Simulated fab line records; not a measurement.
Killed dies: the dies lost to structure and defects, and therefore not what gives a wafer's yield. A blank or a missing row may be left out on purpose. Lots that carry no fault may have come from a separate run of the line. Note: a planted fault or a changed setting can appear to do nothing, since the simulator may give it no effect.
Comparing a struck lot with a sound one + flow n5 finfet + 27 out of 1938 route steps
Sound: these wafers, L424.1, L424.3, L424.4. Wafers L431.2, L431.5, L431.6 were the ones struck. The cause is given at the end.
Order at every step that has rows: each side's tool, ch and its chambers, its first start. Under that, the readings that differ: sound wafers + struck wafers + difference of the means + sigmas: that difference in standard deviations of wafers without a fault.
alike: readings with means less than 2 such deviations apart, plus words and numbers identical on both sides. not compared: withheld readings, readings lacking a value on some wafer, bounds such as >300 that could conceal the same value, and numbers that have no deviation in the record and whose values overlap.
The two part at a step that has a row with sigmas, a row that says differs or no value, or rows on one side only. When numbers do not overlap yet have no deviation, they are printed without sigmas and do not part them. Lack of a reading on every wafer of one side parts them only where that side has two or more wafers.

N5_BEOL_M11_SPUTTER_48: material Cu, target thk 12 nm, time 2 s.
  sound on pvd sputter-01 at day 12 21:41; struck on pvd sputter-03 at day 14 15:16
  alike: substrate temp c, throttle valve pct
then, 1 step without rows for these wafers: N5_BEOL_M11_ECD_50 (material Cu, target thk 318 nm).
N5_BEOL_M11_ANNEAL_51: time 90 s.
  sound on rtp anneal-01 ch 0, day 12 22:00; struck on rtp anneal-01 ch 0, day 14 15:32
  alike: wafer_temp_C_max
N5_BEOL_M11_CMP_52: polishes, stops on SiCOH lowk, t overpolish 7 s, target thk 140 nm.
  sound on cmp-01 ch 0,1,2, day 12 22:20; struck on cmp-02 ch 1,2, day 14 16:13
| reading             | sound       | struck      | difference | sigmas |
|---------------------|-------------|-------------|------------|--------|
| motor current A (A) | 5.3 6.9 6.0 | 4.8 4.4 5.3 | -1.2       | -2     |
  alike: barrier field endpoint s, overpolish run s, time to endpoint s
N5_BEOL_M11_THK_MEAS_53: measures by xrf.
  sound on film metro-02 at day 12 22:36; struck on film metro-01 at day 14 16:28
  alike: M11_THK
then, 2 steps without rows for these wafers: N5_BEOL_M11_PRE_CLEAN_55 (time 15 s); N5_BEOL_M11_DEP_56 (deposits SiCN from 3MS/NH3, target thk 30 nm, time 10.5 s).
N5_BEOL_M11_RS_MEAS_57: measures by four-point-probe.
  sound on film metro-02 at day 12 22:43; struck on film metro-01 at day 14 16:35
  alike: M11_RS
N5_BEOL_M11_INSPECT_58: inspects for defects (darkfield).
  sound on defect inspect-01 at day 12 22:45; struck on defect inspect-02 at day 14 16:37
| reading          | sound     | struck   | difference | sigmas |
|------------------|-----------|----------|------------|--------|
| raw defect count | 68 133 85 | 16 45 35 | -63        | -3     |
N5_BEOL_M12_ILD_DEP_00: deposits SiOC from DEMS/O2, target thk 658.92 nm, time 130.7 s.
  sound on pecvd-02 ch 0,1, day 12 22:47; struck on pecvd-03 ch 0,1,2, day 14 16:40
  alike: heater power w, showerhead plenum p Torr, throttle valve pct
N5_BEOL_M12_THK_MEAS_01:
  sound on film metro-02 at day 12 22:55; struck on film metro-02 at day 14 16:48
  alike: M12_ILD_THK
then, 1 step without rows for these wafers: N5_BEOL_M12_COAT_58 (time 60 s, resist thk 89 nm).
N5_BEOL_M12_COAT_04: resist thk 400 nm.
  sound on litho track-02 ch 0, day 12 22:57; struck on litho track-02 ch 0, day 14 16:50
| reading                                    | sound                | struck               | difference | sigmas |
|--------------------------------------------|----------------------|----------------------|------------|--------|
| spin speed rpm (rpm)                       | 1624.9 1625.7 1625.6 | 1551.6 1550.7 1551.9 | -74.0      | -67    |
| model.coat_of_BEOL_M12_COAT_04.thk nm (nm) | 399.4 399.6 400      | 409.6 410.6 409.4    | +10.2      |        |
then, 6 steps without rows for these wafers: N5_BEOL_M12_EBR_06; N5_BEOL_M12_SOFTBAKE_05 (time 60 s); N5_BEOL_M12_EXPOSE_07 (exposes mask V11); N5_BEOL_M12_PEB_08 (peb time 90 s); N5_BEOL_M12_DEVELOP_09 (develop time 45 s); N5_BEOL_M12_HARDBAKE_14 (time 120 s).
N5_BEOL_M12_CD_MEAS_10: target cd 140 nm.
  sound on cd sem-03 ch 0, day 12 23:20; struck on cd sem-01 ch 0, day 14 17:07
  alike: cd nm
N5_BEOL_M12_OVL_MEAS_11:
  sound on overlay-01 ch 0, day 12 23:22; struck on overlay-01 ch 0, day 14 17:08
  alike: V11_OVL
N5_BEOL_M12_INSPECT_12: inspects for defects (macro).
  sound on defect inspect-02 at day 12 23:24; struck on defect inspect-01 at day 14 17:10
  alike: raw defect count
then, 2 steps without rows for these wafers: N5_BEOL_M12_DESCUM_15 (chemistry O2, time 7.9 s); N5_BEOL_M12_ETCH_59 (etches BARC in N2/H2, target depth 89 nm, overetch 26.7 nm, time 67.9 s).
N5_BEOL_M12_VIA_ETCH_16: etches SiOC in C4F8/O2/Ar, target depth 724.8 nm.
  sound on rie diel-05 ch 0,1,3, day 12 23:41; struck on rie diel-01 ch 1,2, day 14 17:17
| reading                                    | sound             | struck            | difference | sigmas |
|--------------------------------------------|-------------------|-------------------|------------|--------|
| model.coat_of_BEOL_M12_COAT_04.thk nm (nm) | 125.4 124.6 120.6 | 131.2 129.4 126.8 | +5.6       |        |
  alike: drypump motor current A, oes product au, rf vpp V, showerhead plenum p Torr, throttle valve pct
N5_BEOL_M12_STRIP_63: strips in N2/H2.
  sound on plasma asher-01 ch 0,1, day 12 23:53; struck on plasma asher-02 ch 0,1, day 14 17:29
| reading                      | sound          | struck         | difference | sigmas |
|------------------------------|----------------|----------------|------------|--------|
| strip time to endpoint s (s) | 43.1 42.9 41.8 | 44.7 44.2 43.5 | +1.5       | +2     |
  alike: drypump motor current A, heater power w, oes product au
  not compared: rf hours counter h
N5_BEOL_M12_STRIP_64: strips in N2/H2.
  sound on plasma asher-01 ch 0,1, day 12 23:57; struck on plasma asher-02 ch 0,1, day 14 17:32
  alike: drypump motor current A, heater power w, oes product au, strip time to endpoint s
  not compared: rf hours counter h

WHERE THEY PART
At N5_BEOL_M11_CMP_52 first; at N5_BEOL_M12_STRIP_63 last (within this record only). Later steps at which nothing parts them and some readings are alike: N5_BEOL_M12_STRIP_64.

WHY: the cause the simulator had injected
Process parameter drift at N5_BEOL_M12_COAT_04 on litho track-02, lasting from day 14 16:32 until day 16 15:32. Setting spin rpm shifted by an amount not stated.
